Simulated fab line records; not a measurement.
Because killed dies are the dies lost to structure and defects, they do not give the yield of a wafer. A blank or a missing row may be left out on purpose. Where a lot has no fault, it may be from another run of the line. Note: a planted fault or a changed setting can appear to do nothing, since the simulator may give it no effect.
Struck lot and sound lot, side by side || flow nand harc || 15 out of 1159 route steps
Sound: wafers L824.4, L824.5, L824.6. Wafers L829.1, L829.3, L829.4 were the ones struck. The cause comes at the end.
Each step with rows lists, per side, the tool, then ch with its chambers, then its first start. Under that, the readings that differ: sound wafers || struck wafers || difference of the means || sigmas: that difference in standard deviations of wafers without a fault.
alike: readings with means less than 2 such deviations apart, plus words and numbers identical on both sides. not compared: withheld readings, readings lacking a value on some wafer, bounds such as >300 that could conceal the same value, and numbers that have no deviation in the record and whose values overlap.
The two part at a step that has a row with sigmas, a row that says differs or no value, or rows on one side only. Numbers that have no deviation but don't overlap get no sigmas and don't part them. Lack of a reading on every wafer of one side parts them only where that side has two or more wafers.

first, 1 step without rows for these wafers: NHARC_A_ONON_D1_DEP_03 (target thk 1000 nm).
NHARC_A_ONON_D1_THK_MEAS_05: measures by ellipsometry.
  sound: film metro-01 at day 7 15:32; struck: film metro-01 at day 8 18:22
  alike: thk nm
after that, 1 step with no rows for these wafers: NHARC_A_ONON_D1_DEP_06 (target thk 1000 nm).
NHARC_A_ONON_D1_THK_MEAS_08: measures by ellipsometry.
  sound: film metro-02 at day 7 16:06; struck: film metro-01 at day 8 18:56
  alike: thk nm
after that, 1 step with no rows for these wafers: NHARC_A_ONON_D1_DEP_09 (target thk 1000 nm).
NHARC_A_ONON_D1_THK_MEAS_11: measures by ellipsometry.
  sound: film metro-01 at day 7 16:40; struck: film metro-02 at day 8 19:31
  alike: thk nm
after that, 1 step with no rows for these wafers: NHARC_A_ONON_D1_DEP_12 (target thk 1000 nm).
NHARC_A_ONON_D1_THK_MEAS_14: measures by ellipsometry.
  sound: film metro-01 at day 7 17:14; struck: film metro-02 at day 8 20:05
  alike: thk nm
then, 2 steps without rows for these wafers: NHARC_A_ONON_D1_ANNEAL_15 (time 3600 s); NHARC_A_ONON_D1_DEP_16 (target thk 1000 nm).
NHARC_A_ONON_D1_THK_MEAS_18: measures by ellipsometry.
  sound: film metro-01 at day 8 00:20; struck: film metro-02 at day 9 03:11
  alike: thk nm
NHARC_A_ONON_D1_DEP_19: target thk 1000 nm.
  sound on pecvd onon-02 ch 0, day 8 00:34; struck on pecvd onon-03 ch 0, day 9 03:15
  alike: sih4 flow sccm
NHARC_A_ONON_D1_THK_MEAS_21: measures by ellipsometry.
  sound: film metro-01 at day 8 00:54; struck: film metro-01 at day 9 03:46
{"reading": "thk nm (nm)", "sound": "999 999 999", "struck": "1546 1544 1544", "difference": "+546", "sigmas": "+50"}
after that, 1 step with no rows for these wafers: NHARC_A_ONON_D1_DEP_22 (target thk 1000 nm).
-- jump in the record: it breaks off in module A_ONON_D1 and resumes in module END (first step shown: number 1159 of the route), and 11 days separate the struck wafers' starts before and after --
NHARC_END_SORT_01:
  only the struck wafers appear in the record here, on prober-02 ch 0 at day 20 15:00; the sound ones have no rows

WHERE THEY PART
At NHARC_A_ONON_D1_THK_MEAS_21 first; at NHARC_END_SORT_01 last (within this record only).

WHY: what had been put in by the simulator
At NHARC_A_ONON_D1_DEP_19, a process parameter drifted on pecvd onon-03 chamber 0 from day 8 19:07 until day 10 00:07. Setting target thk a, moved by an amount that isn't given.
